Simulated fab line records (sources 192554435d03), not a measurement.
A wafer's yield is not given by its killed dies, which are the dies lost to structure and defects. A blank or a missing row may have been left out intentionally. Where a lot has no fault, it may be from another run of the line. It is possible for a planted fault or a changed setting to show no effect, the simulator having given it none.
Chamber matching || flow n5-finfet || uv-cure-02 running N5_BEOL_M11_CURE_72: 3 sister chambers
The step cures SiCOH lowk, time 120 s. 6 wafers are shown with their chamber, then 9 later ones without.

WAFERS PAIRED WITH THEIR CHAMBERS
{"wafer": "L084.4", "chamber": 2, "wafer_temp_C_max": 371.3, "lamp-power-pct (%)": 52.32}
{"wafer": "L084.5", "chamber": 2, "wafer_temp_C_max": 371.0, "lamp-power-pct (%)": 52.35}
{"wafer": "L087.2", "chamber": 0, "wafer_temp_C_max": 371.4, "lamp-power-pct (%)": 52.31}
{"wafer": "L087.6", "chamber": 0, "wafer_temp_C_max": 371.2, "lamp-power-pct (%)": 52.36}
{"wafer": "L091.4", "chamber": 1, "wafer_temp_C_max": 371.4, "lamp-power-pct (%)": 52.28}
{"wafer": "L091.6", "chamber": 1, "wafer_temp_C_max": 371.7, "lamp-power-pct (%)": 52.35}

WAFERS WHOSE CHAMBER IS MISSING
{"wafer": "L092.2", "wafer_temp_C_max": 371.4, "lamp-power-pct (%)": 52.34}
{"wafer": "L092.3", "wafer_temp_C_max": 371.4, "lamp-power-pct (%)": 52.32}
{"wafer": "L092.5", "wafer_temp_C_max": 371.2, "lamp-power-pct (%)": 52.25}
{"wafer": "L094.1", "wafer_temp_C_max": 370.7, "lamp-power-pct (%)": 52.30}
{"wafer": "L094.3", "wafer_temp_C_max": 370.8, "lamp-power-pct (%)": 52.28}
{"wafer": "L094.4", "wafer_temp_C_max": 370.5, "lamp-power-pct (%)": 52.31}
{"wafer": "L097.2", "wafer_temp_C_max": 371.9, "lamp-power-pct (%)": 52.31}
{"wafer": "L097.3", "wafer_temp_C_max": 371.6, "lamp-power-pct (%)": 52.25}
{"wafer": "L097.4", "wafer_temp_C_max": 371.7, "lamp-power-pct (%)": 52.34}

WHICH CHAMBER EACH WENT THROUGH
{"wafer": "L092.2", "from the rows above": "can't be placed: 0 or 1 or 2", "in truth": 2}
{"wafer": "L092.3", "from the rows above": "can't be placed: 0 or 1 or 2", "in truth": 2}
{"wafer": "L092.5", "from the rows above": "can't be placed: 2 or 0 or 1", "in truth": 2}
{"wafer": "L094.1", "from the rows above": "can't be placed: 2 or 0 or 1", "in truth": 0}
{"wafer": "L094.3", "from the rows above": "can't be placed: 2 or 0 or 1", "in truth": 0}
{"wafer": "L094.4", "from the rows above": "can't be placed: 2 or 0", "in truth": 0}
{"wafer": "L097.2", "from the rows above": "can't be placed: 1 or 0", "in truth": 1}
{"wafer": "L097.3", "from the rows above": "can't be placed: 1 or 0 or 2", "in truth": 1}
{"wafer": "L097.4", "from the rows above": "can't be placed: 1 or 0 or 2", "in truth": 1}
Correctly placed: 0 of 9. From these rows, 9 cannot be placed; in 9 the true chamber is one of the candidates. 0 placed wrongly.
How it was worked out, from the rows above alone: a wafer's distance from a chamber is the root of the sum, over the readings, of the square of ((its reading less the chamber's mean) divided by the reading's scatter). The wafer belongs to the nearest chamber; if the next one is less than 2 further off, it can't be placed. A chamber's mean is the mean of its shown wafers. The scatter: take each reading less its chamber's mean, square it, sum over the shown wafers, divide by the number of wafers less the number of chambers, and take the root.
